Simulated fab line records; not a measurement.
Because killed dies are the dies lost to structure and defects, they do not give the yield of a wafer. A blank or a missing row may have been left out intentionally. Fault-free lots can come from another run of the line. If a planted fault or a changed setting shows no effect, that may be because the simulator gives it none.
Split-lot study ; flow n5-finfet ; 7 lots, 39 wafers read, on a route of 1938 steps

## THE SPLIT
At N5_SD_EPI_P_EPI_21 (deposits SiGe:B, time 355 s), the setting epi-growth-time-s was moved away from the recipe's 355 s on 12 of the 39 wafers read, by -47.5% to +23.3%. For the rest of the wafers, this setting stayed at what the recipe calls for.

## FROM THE SPLIT TO THE READING: what the file shows between them, 3 steps
- N5_SD_EPI_P_EPI_MEAS_23
- N5_SD_EPI_P_HM_STRIP_48: strips SiNx in H3PO4, material SiNx, target depth 3 nm
- N5_SD_EPI_P_SRD_49: time 30 s

## THE READING
SiGe-B_of_SD_EPI_P_EPI_21.thk-nm (the simulator's own value, which no gauge read), in nm, at N5_SD_EPI_P_PRECLEAN_24 (cleans in O3/DIW, time 45 s). No usual value for it is given in the file. Average 60.5 nm, standard deviation 0.66 nm, over the 27 wafers here run with the recipe.

wafer;tool, chamber at the split;epi-growth-time-s as run, s;against the recipe;SiGe-B_of_SD_EPI_P_EPI_21.thk-nm, nm;against lot-mates on the recipe
L074.1;epi-rpcvd-03, 0;355;recipe;61.2;-
L074.2;epi-rpcvd-03, 0;355;recipe;60.8;-
L074.5;epi-rpcvd-03, 0;355;recipe;60.8;-
L074.6;epi-rpcvd-03, 0;355;recipe;60.8;-
L074.3;epi-rpcvd-03, 0;355;recipe;60;-
L074.4;epi-rpcvd-03, 0;355;recipe;60.2;-
L078.1;epi-rpcvd-04, 0;433.5;+22.1%;70;+9.3
L078.2;epi-rpcvd-04, 0;355;recipe;60.4;-
L078.6;epi-rpcvd-04, 0;355;recipe;60.4;-
L078.3;epi-rpcvd-04, 0;433.5;+22.1%;69.2;+8.5
L078.4;epi-rpcvd-04, 0;355;recipe;61.2;-
L078.5;epi-rpcvd-04, 0;433.5;+22.1%;69.6;+8.9
L079.1;epi-rpcvd-04, 0;355;recipe;61.2;-
L079.5;epi-rpcvd-04, 0;355;recipe;61.2;-
L079.2;epi-rpcvd-04, 0;355;recipe;60.6;-
L079.3;epi-rpcvd-04, 0;355;recipe;61;-
L079.6;epi-rpcvd-04, 0;355;recipe;61;-
L079.4;epi-rpcvd-04, 0;355;recipe;61.4;-
L082.1;epi-rpcvd-04, 0;355;recipe;60.8;-
L082.2;epi-rpcvd-04, 0;355;recipe;60.8;-
L082.3;epi-rpcvd-04, 0;437.8;+23.3%;70;+9.3
L082.4;epi-rpcvd-04, 0;437.8;+23.3%;69.4;+8.7
L082.5;epi-rpcvd-04, 0;355;recipe;60.4;-
L082.6;epi-rpcvd-04, 0;437.8;+23.3%;68.8;+8.1
L089.1;epi-rpcvd-04, 0;355;recipe;61;-
L089.5;epi-rpcvd-04, 0;355;recipe;61;-
L089.2;epi-rpcvd-04, 0;217.6;-38.7%;40.6;-20.2
L089.3;epi-rpcvd-04, 0;217.6;-38.7%;40;-20.8
L089.4;epi-rpcvd-04, 0;217.6;-38.7%;40.4;-20.4
L089.6;epi-rpcvd-04, 0;355;recipe;60.4;-
L091.1;epi-rpcvd-03, 0;355;recipe;59.6;-
L091.3;epi-rpcvd-03, 0;355;recipe;59.6;-
L091.2;epi-rpcvd-03, 0;355;recipe;60.2;-
L095.1;epi-rpcvd-01, 0;355;recipe;59;-
L095.6;epi-rpcvd-01, 0;355;recipe;59;-
L095.2;epi-rpcvd-01, 0;355;recipe;59.6;-
L095.3;epi-rpcvd-01, 0;186.5;-47.5%;33.6;-25.6
L095.4;epi-rpcvd-01, 0;186.5;-47.5%;33.4;-25.8
L095.5;epi-rpcvd-01, 0;186.5;-47.5%;33.8;-25.4

FIT RESULTS
A straight line over all 39 wafers: SiGe-B_of_SD_EPI_P_EPI_21.thk-nm changes by +0.51 nm for each +1% of epi-growth-time-s; r = +0.99; the points scatter about the line by 1.3 nm.
The same after taking each lot's own level away (the mean of its wafers on the recipe; 39 wafers): +0.498 nm for each +1%; r = +0.99; scatter 1.1 nm.
Per that fit: largest epi-growth-time-s move, reading shift of 24 nm.
From 59.20 to 61.07 nm: that is the span of the lots' own levels, equal to 2.8 times the standard deviation above.
So the lot-to-lot level changes the slope little: the two slopes agree.
Check: -24 nm against its lot-mates is what the line predicts for one of the wafers moved furthest among these (-47.5%) when that wafer is left out of the fit. It came out at -25.6 nm against them.

## THE OTHER SPLITS THESE WAFERS WENT THROUGH
Other splits were also applied to these wafers ahead of the reading. Each is held against what the fit with the lots' levels taken away leaves over:
other split on the same wafers;wafers away from the commonest value;r with SiGe-B_of_SD_EPI_P_EPI_21.thk-nm (lot level and that fit taken away)
N5_PMOS_HMC_CHANNEL_EPI_HM_DEP_34 time-s;15;+0.12
N5_FIN_SAQP_HM_DEP_72 target-thk-a;18;-0.06

## THE WHOLE CHAIN: every reading that the file lists as answering this split, in the file's order
step;what it does;reading;change (the file's fit);r (the file's)
N5_SD_EPI_P_EPI_21;deposits SiGe:B, time 355 s;SiGe-B_of_SD_EPI_P_EPI_21.thk-nm (the simulator's own value, which no gauge read);+0.508 nm for each +1% of the setting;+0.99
N5_SD_EPI_P_EPI_MEAS_23;;thk-nm;withheld for each +1% of the setting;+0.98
N5_SD_EPI_P_PRECLEAN_24;cleans in O3/DIW, time 45 s;SiGe-B_of_SD_EPI_P_EPI_21.thk-nm (the simulator's own value, which no gauge read);+0.503 nm for each +1% of the setting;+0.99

## THE FILE'S OWN FIT
SiGe-B_of_SD_EPI_P_EPI_21.thk-nm changes by +0.503 nm for each +1% of epi-growth-time-s, r = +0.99.
